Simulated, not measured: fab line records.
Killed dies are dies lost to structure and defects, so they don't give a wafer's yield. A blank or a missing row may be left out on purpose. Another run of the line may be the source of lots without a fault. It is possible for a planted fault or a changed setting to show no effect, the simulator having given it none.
Chamber matching ; flow n5 finfet ; N5_SD_EPI_P_DESCUM_14 on rie diel-03: 4 sister chambers
The step chemistry O2, time 7.9 s. 4 wafers are shown with their chamber, then 9 later ones without.

## WAFERS, EACH WITH ITS CHAMBER
wafer;chamber;showerhead plenum p Torr (Torr)
L079.2;0;2.11
L086.2;2;2.10
L086.3;1;1.97
L086.4;3;2.10

## WAFERS MISSING THEIR CHAMBER
wafer;showerhead plenum p Torr (Torr)
L087.1;2.10
L087.2;1.97
L087.6;1.97
L091.3;1.96
L091.4;2.10
L091.6;2.10
L093.1;2.10
L093.2;2.10
L093.4;2.10

## CHAMBER TAKEN BY EACH
wafer;from the rows above;in truth
L087.1;can't be placed: 2 or 3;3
L087.2;1;1
L087.6;1;1
L091.3;1;1
L091.4;can't be placed: 2 or 3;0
L091.6;can't be placed: 2 or 3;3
L093.1;can't be placed: 2 or 3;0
L093.2;can't be placed: 2 or 3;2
L093.4;can't be placed: 2 or 3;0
Placed correctly: 3 of 9. Can't be placed from these rows: 6 (the true chamber is among the candidates in 3). Wrongly placed: 0.
How it was worked out, from the rows above alone: a wafer's distance from a chamber is the root of the sum, over the readings, of the square of ((its reading less the chamber's mean) divided by the reading's scatter). The wafer belongs to the nearest chamber; if the next one is less than 2 further off, it can't be placed. The mean given for a chamber averages the wafers shown for that chamber. The scatter: root of mean squared gap, hidden wafer to nearest shown wafer, with one shown wafer a chamber.
